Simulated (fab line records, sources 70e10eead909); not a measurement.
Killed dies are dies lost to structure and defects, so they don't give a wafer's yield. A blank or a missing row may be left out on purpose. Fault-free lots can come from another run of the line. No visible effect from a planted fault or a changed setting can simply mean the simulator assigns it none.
fab line records -- flow nand_harc
record lots=4, wafers=12, last_day=32
route steps=1302 shown A_CHANNEL_HOLE_D2@581 A_CHANNEL_FILL_D2@610 END@1302
lots untouched by any fault: they come from a run of this same line in which no faults occurred
start_h: the number of hours between the record's first day and the start of the first shown wafer of the lot -- wait_h: hours elapsed since this lot's preceding step -- " as in the row above -- L1.1+2: one row covering several wafers at once -- - either no value or no given start -- * or withheld: withheld -- < > ~ a bound
route shown NAME@n: NAME is a module with steps in the file, n the number in the route of the first one -- usual: the fault-free wafers' mean and standard deviation -- same: alike in all rows -- chamber/n: place in a boat -- sites: readings site by site -- _std_site: standard deviation across them -- _edge_site: inner sites' mean taken away from outer sites' mean -- radius_mm: for every site, how far away it sits from the centre of the wafer -- mask NAME#n: copy n -- behind: the last tool/chamber to shape the wafer -- hold: cause of the lot's hold/its duration in hours/its outcome -- device: names the non-switching transistor (n, p or np) -- end of line: the route-end tests of the same wafers -- where a step has no rows: the recipe by itself -- killed: at the first sort, the dies lost to defects and structure; wafer yield is something else -- map: per-die view of a wafer (x killed, . not killed, _ where there is no die)
set.NAME: setting as actually run; set.NAME@STEP: the setting as run at that earlier step -- model.NAME: the simulator's own value behind a step, which no gauge read
lots at some steps of the route; a table a step, a row a wafer
services: the hour from which a tool's chamber was out of use, counted from the record's first day as start_h (under 0 if before that day), plus the number of hours and why
## steps
# step NHARC_A_CHANNEL_HOLE_D2_DEVELOP_09
# recipe develop_time_s=35, dev_temp_c=23
# step NHARC_A_CHANNEL_HOLE_D2_DESCUM_15
# recipe time_s=3, o2_flow_sccm=200, ar_flow_sccm=0, bias_power_w=0, chemistry=O2
# step NHARC_A_CHANNEL_HOLE_D2_ETCH_38
# recipe target_depth_a=390, over_etch_frac=0.3, time_s=65, ion_energy_ev=80, cf4_flow_sccm=150, ar_flow_sccm=0, rf_w=300, bias_w=100, chemistry=CF4
# step NHARC_A_CHANNEL_HOLE_D2_ETCH_39
# recipe target_depth_a=2600, over_etch_frac=0.3, time_s=325, ion_energy_ev=200, n2_flow_sccm=150, h2_flow_sccm=150, ar_flow_sccm=0, rf_w=400, bias_w=150, chemistry=N2/H2
# step NHARC_A_CHANNEL_HOLE_D2_ETCH_34
# recipe target_depth_a=1540, time_s=77, cf4_flow_sccm=100, chf3_flow_sccm=30, ar_flow_sccm=0, rf_w=500, bias_w=200, chemistry=CF4/CHF3
# step NHARC_A_CHANNEL_HOLE_D2_ETCH_16
# recipe target_depth_a=31000, over_etch_frac=0.3, time_s=806, ion_energy_ev=150, o2_flow_sccm=400, cos_flow_sccm=20, ar_flow_sccm=0, rf_w=500, bias_w=300, chemistry=O2/COS
# step NHARC_A_CHANNEL_HOLE_D2_ETCH_19
# recipe bias_v=1200, source_w=2500, pressure_mtorr=15, time_s=34.5, ar_flow_sccm=375, c4f8_flow_sccm=28.8, o2_flow_sccm=96.2, temp_c=-20, target_depth_a=*, chemistry=C4F8/O2/Ar
# step NHARC_A_CHANNEL_HOLE_D2_ETCH_20
# recipe bias_v=3000, source_w=withheld, pressure_mtorr=20, time_s=361.9, ar_flow_sccm=375, c4f8_flow_sccm=89.3, o2_flow_sccm=35.7, temp_c=-20, target_depth_a=16000, chemistry=C4F8/O2/Ar
# step NHARC_A_CHANNEL_HOLE_D2_ETCH_21
# recipe bias_v=3000, source_w=withheld, pressure_mtorr=20, time_s=514.3, ar_flow_sccm=375, c4f8_flow_sccm=89.3, o2_flow_sccm=35.7, temp_c=-20, target_depth_a=16000, chemistry=C4F8/O2/Ar
# usual drypump_motor_current_A=5.5/0.49, he_backside_leak_sccm=6.0/0.65, mfc_ar_sccm=374.9/1.1, oes_air_line_au=0.998/0.019, showerhead_plenum_p_Torr=3.69/0.094, throttle_valve_pct=32.155/0.0092
lot.wafer,tool,chamber,start_h,wait_h,drypump_motor_current_A,he_backside_leak_sccm,mfc_ar_sccm,oes_air_line_au,rf_hours_counter_h,showerhead_plenum_p_Torr,throttle_valve_pct
L581.1,har_etch-01,1,393.33,0.3,6.0,6.5,375.8,0.966,211,3.64,32.151
L581.4,har_etch-01,1,393.33,0.3,6.1,6.3,376.4,0.978,-,3.64,32.148
L581.5,har_etch-01,1,393.33,0.3,6.1,6.5,377.1,0.983,-,3.64,32.146
L582.1,har_etch-01,1,401.72,0.3,6.1,6.5,374.8,1.028,218,3.63,32.168
L582.6,har_etch-01,0,401.72,0.3,5.7,6.1,375.8,0.995,-,3.66,32.141
L582.5,har_etch-01,1,401.72,0.3,6.0,6.4,376.8,1.014,-,3.63,32.147
L584.1,har_etch-01,1,409.64,0.3,6.0,6.1,374.2,1.005,226,3.63,32.175
L584.3,har_etch-01,1,409.64,0.3,6.0,5.9,374.8,1.011,-,3.63,32.166
L584.6,har_etch-01,0,409.64,0.3,5.7,5.9,374.7,1.012,-,3.66,32.156
L593.2,har_etch-02,1,507.11,0.3,5.1,5.5,377.4,0.998,61,3.68,32.141
L593.4,har_etch-02,0,507.11,0.3,4.8,5.5,375.8,0.994,-,3.90,32.150
L593.3,har_etch-02,1,507.11,0.3,5.2,5.8,376.7,1.010,-,3.68,32.151
# step NHARC_A_CHANNEL_HOLE_D2_ETCH_22
# recipe bias_v=3000, source_w=withheld, pressure_mtorr=20, time_s=666.7, ar_flow_sccm=375, c4f8_flow_sccm=89.3, o2_flow_sccm=35.7, temp_c=-20, target_depth_a=16000, chemistry=C4F8/O2/Ar
# step NHARC_A_CHANNEL_HOLE_D2_ETCH_23
# recipe bias_v=5000, source_w=withheld, pressure_mtorr=20, time_s=819, ar_flow_sccm=375, c4f8_flow_sccm=89.3, o2_flow_sccm=35.7, temp_c=-20, target_depth_a=16000, chemistry=C4F8/O2/Ar
# step NHARC_A_CHANNEL_HOLE_D2_ETCH_24
# recipe bias_v=5000, source_w=withheld, pressure_mtorr=20, time_s=906.2, ar_flow_sccm=375, c4f8_flow_sccm=93.8, o2_flow_sccm=31.2, temp_c=-20, target_depth_a=15000, chemistry=C4F8/O2/Ar
# step NHARC_A_CHANNEL_HOLE_D2_ETCH_25
# recipe bias_v=5000, source_w=withheld, pressure_mtorr=20, time_s=1040.2, ar_flow_sccm=375, c4f8_flow_sccm=93.8, o2_flow_sccm=31.2, temp_c=-20, target_depth_a=15000, chemistry=C4F8/O2/Ar
# step NHARC_A_CHANNEL_HOLE_D2_ETCH_26
# recipe bias_v=300, source_w=2000, pressure_mtorr=30, time_s=224.1, ar_flow_sccm=375, c4f8_flow_sccm=11.4, o2_flow_sccm=113.6, temp_c=-20, target_depth_a=3000, chemistry=C4F8/O2/Ar
# step NHARC_A_CHANNEL_HOLE_D2_ETCH_27
# recipe bias_v=400, source_w=2000, pressure_mtorr=25, time_s=90, ar_flow_sccm=375, c4f8_flow_sccm=41.7, o2_flow_sccm=83.3, temp_c=-20, target_depth_a=4000, chemistry=C4F8/O2/Ar
# step NHARC_A_CHANNEL_HOLE_D2_STRIP_41
# recipe n2_flow_sccm=150, h2_flow_sccm=150, ar_flow_sccm=0, bias_w=0, chemistry=N2/H2
# step NHARC_A_CHANNEL_HOLE_D2_STRIP_42
# recipe cf4_flow_sccm=100, chf3_flow_sccm=30, ar_flow_sccm=0, bias_w=0, chemistry=CF4/CHF3
# step NHARC_A_CHANNEL_HOLE_D2_STRIP_43
# recipe o2_flow_sccm=400, cos_flow_sccm=20, ar_flow_sccm=0, bias_w=0, chemistry=O2/COS
# step NHARC_A_CHANNEL_HOLE_D2_ETCH_44
# recipe target_depth_a=1400, overetch_a=140, time_s=77, ion_energy_ev=100, cf4_flow_sccm=80, o2_flow_sccm=20, ar_flow_sccm=0, rf_w=300, bias_w=100, chemistry=CF4/O2
# step NHARC_A_CHANNEL_HOLE_D2_STRIP_28
# recipe o2_flow_sccm=500, ar_flow_sccm=0, bias_w=0, chemistry=O2
# step NHARC_A_CHANNEL_HOLE_D2_PRECLEAN_29
# recipe time_s=*, temp_c=50, bath_age_min=0, chemistry=SC1
# step NHARC_A_CHANNEL_HOLE_D2_SRD_30
# step NHARC_A_CHANNEL_HOLE_D2_XSEM_32
# recipe landing_energy_ev=35000
# step NHARC_A_CHANNEL_HOLE_D2_INSPECT_40
# usual raw_defect_count=273/69
lot.wafer,tool,chamber,start_h,wait_h,raw_defect_count
L581.1,defect_inspect-01,-,398.61,-,410
L581.4,defect_inspect-01,-,398.61,-,182
L581.5,defect_inspect-01,-,398.61,-,191
L582.1,defect_inspect-01,-,406.92,-,851
L582.5,defect_inspect-01,-,406.92,-,1017
L582.6,defect_inspect-01,-,406.92,-,937
L584.1,defect_inspect-01,-,414.91,-,1062
L584.3,defect_inspect-01,-,414.91,-,778
L584.6,defect_inspect-01,-,414.91,-,914
L593.2,defect_inspect-01,-,512.46,-,245
L593.3,defect_inspect-01,-,512.46,-,158
L593.4,defect_inspect-01,-,512.46,-,291
# step NHARC_A_CHANNEL_FILL_D2_PRECLEAN_00
# recipe time_s=*, temp_c=50, bath_age_min=0, chemistry=SC1
# step NHARC_END_SORT_01
# recipe temp_c=25
# usual killed_at_array=62/15, killed_at_other=0.8/1, killed_at_periphery=3.7/2.6, killed_dies=66/15, killed_open=3.1/1.8, killed_short=2.6/1.7
# same gross_dies=677
lot.wafer,tool,chamber,start_h,wait_h,killed_at_array,killed_at_other,killed_at_periphery,killed_dies,killed_open,killed_short
L584.1,prober-02,0,674.60,2.5,160,0,0,160,4,4
L584.3,prober-02,0,676.18,3.1,149,0,4,153,5,1
L584.6,prober-02,0,678.56,4.0,145,0,2,147,3,1
L582.1,prober-01,0,682.31,2.5,130,0,3,133,2,1
L582.5,prober-01,0,685.52,3.7,135,0,2,137,3,3
L582.6,prober-01,0,686.33,4.0,129,0,1,130,8,1
# killed by level:class
L584.1 A_CHANNEL_HOLE_D2:unspecified=78 A_SLIT:chamber_film_flake=29 A_CHANNEL_HOLE_D1:chamber_film_flake=28 A_CHANNEL_HOLE_D2:chamber_film_flake=10 A_STAIRCASE:chamber_film_flake=5 A_ONON_D1:geometric_particle:open=3 A_SOURCE_PLATE:geometric_particle:short=1 A_CHANNEL_FILL_D1:geometric_particle:short=1
L584.3 A_CHANNEL_HOLE_D2:unspecified=75 A_SLIT:chamber_film_flake=32 A_CHANNEL_HOLE_D1:chamber_film_flake=30 A_CHANNEL_HOLE_D2:chamber_film_flake=4 A_DECK1_JOINT:chamber_film_flake=2 A_CONTACT:chamber_film_flake=2 P_STI:geometric_particle:open=1 P_CONTACT:geometric_particle:open=1
L584.6 A_CHANNEL_HOLE_D2:unspecified=78 A_SLIT:chamber_film_flake=31 A_CHANNEL_HOLE_D1:chamber_film_flake=23 A_CHANNEL_HOLE_D2:chamber_film_flake=6 P_M0:geometric_particle:open=1 A_SOURCE_PLATE:geometric_particle:short=1 A_SOURCE_PLATE:geometric_particle:open=1 A_CHANNEL_HOLE_D2:geometric_particle:open=1
L582.1 A_CHANNEL_HOLE_D2:unspecified=81 A_CHANNEL_HOLE_D1:chamber_film_flake=25 A_CONTACT:chamber_film_flake=6 A_CHANNEL_HOLE_D2:chamber_film_flake=6 A_SLIT:chamber_film_flake=3 A_STAIRCASE:chamber_film_flake=2 A_WL_FILL:chamber_film_flake=2 A_M1:chamber_film_flake=2
L582.5 A_CHANNEL_HOLE_D2:unspecified=80 A_CHANNEL_HOLE_D1:chamber_film_flake=25 A_M1:chamber_film_flake=6 A_CONTACT:chamber_film_flake=4 A_CHANNEL_FILL_D1:chamber_film_flake=4 A_WL_FILL:chamber_film_flake=4 A_CHANNEL_HOLE_D2:chamber_film_flake=3 A_ONON_D1:geometric_particle:open=1
L582.6 A_CHANNEL_HOLE_D2:unspecified=68 A_CHANNEL_HOLE_D1:chamber_film_flake=39 A_CONTACT:chamber_film_flake=8 A_CHANNEL_HOLE_D2:chamber_film_flake=3 A_ONON_D1:geometric_particle:open=2 A_BLC:geometric_particle:open=2 A_CHANNEL_FILL_D1:geometric_particle:open=1 A_DECK1_JOINT:geometric_particle:open=1
# map L582.5 (x killed, . not)
____________.____________
_________......._________
_______..........._______
______.............______
_____..............._____
____.............x..x____
____.................____
___...................___
___..x................___
__.....................__
__.....................__
_.xxx.............x....._
_xx.................xx.._
_xxx..............xxxx.._
_xxx............xxxxxxxx_
_xxxx........xx..xxxxxxx_
xxx.xx.........xxxxxxxxx.
xxxx...x..x...x.xxxxxxxx.
..xx....x......xxxxxxxxx.
.............x...xxxxxxxx
..x.............xxxxxxxx.
_x.x............x.xxxxxx_
_.x..............xxxxxx._
_.................xxxxxx_
_.....x..x.........xx..._
_.........x............._
__............x.......x__
__........x............__
___...................___
___...................___
____..........x......____
____........x........____
_____..............._____
______....x..x....x______
_______.......x..._______
_________......._________
____________.____________
# map L584.1 (x killed, . not)
____________.____________
_________......._________
_______..........._______
______.............______
_____..............._____
____.................____
____.................____
___.x.................___
___.x.x.......x.......___
__....x................__
__..xx.x..........x....__
_..xxx..............x..._
_.xxxxxx.........xxx...._
_x...x.xxx.......x.xx.x._
_..xx.xx........xxxxxxx._
_..xx.x.......x..xxxxxx._
......x..x.....x.xxxxxxx.
................xxxxxxxxx
..............xxxxxxxxxx.
................xxxxxxxx.
................xxxxxxxxx
_...............xxxxxxxx_
_.....x..........xxxxx.._
_....x...........xxxxxx._
_............x.x..xxxxx._
_...............x.xxx..._
__...............x.....__
__.............xxxx....__
___............xxx.x.x___
___............xxxxx..___
____.....x.....xxxx..____
____.......x..x..xxx.____
_____.............xx_____
______.........x.x.______
_______..........x_______
_________......._________
____________.____________
## services
tool,chamber,start_h,hours,kind
har_etch-02,-,382.21,17.0,pm
har_etch-02,0,382.21,17.0,vent_cycle
har_etch-02,1,382.21,17.0,vent_cycle
har_etch-02,0,399.21,-,clean
har_etch-02,0,399.21,-,consumable_replace:focus_ring
har_etch-02,0,399.21,-,consumable_replace:showerhead
har_etch-02,1,399.21,-,clean
har_etch-02,-,442.46,3.1,repair
## key
first_sign step=NHARC_A_CHANNEL_HOLE_D2_INSPECT_40, reading=raw_defect_count, direction=up, sigmas=9.5, usual=273, struck=926
effect step=NHARC_END_SORT_01, reading=killed_at_array, direction=up, sigmas=5.2, usual=62, struck=141
more_kills_born_at NHARC_A_CHANNEL_HOLE_D2_ETCH_21@har_etch-01=374
met_at NHARC_A_CHANNEL_HOLE_D2_ETCH_21
struck_wafers L582.1,L582.5,L582.6,L584.1,L584.3,L584.6
tester_left_out L582,L584
onset_between 393.33 401.72
fault kind=chamber_particle_source, tool=har_etch-01, chamber=-, onset_h=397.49, steps=NHARC_A_CHANNEL_HOLE_D2_ETCH_21, rate_per_visit_cm2=0.84238, end_h=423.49
# tester_left_out: of these lots the tester's yield and bins aren't shown, on N5 and GAA mostly nor the transistor test; their killed dies are dies lost to structure and defects alone, not to doping, threshold or leakage, so they don't give the yield
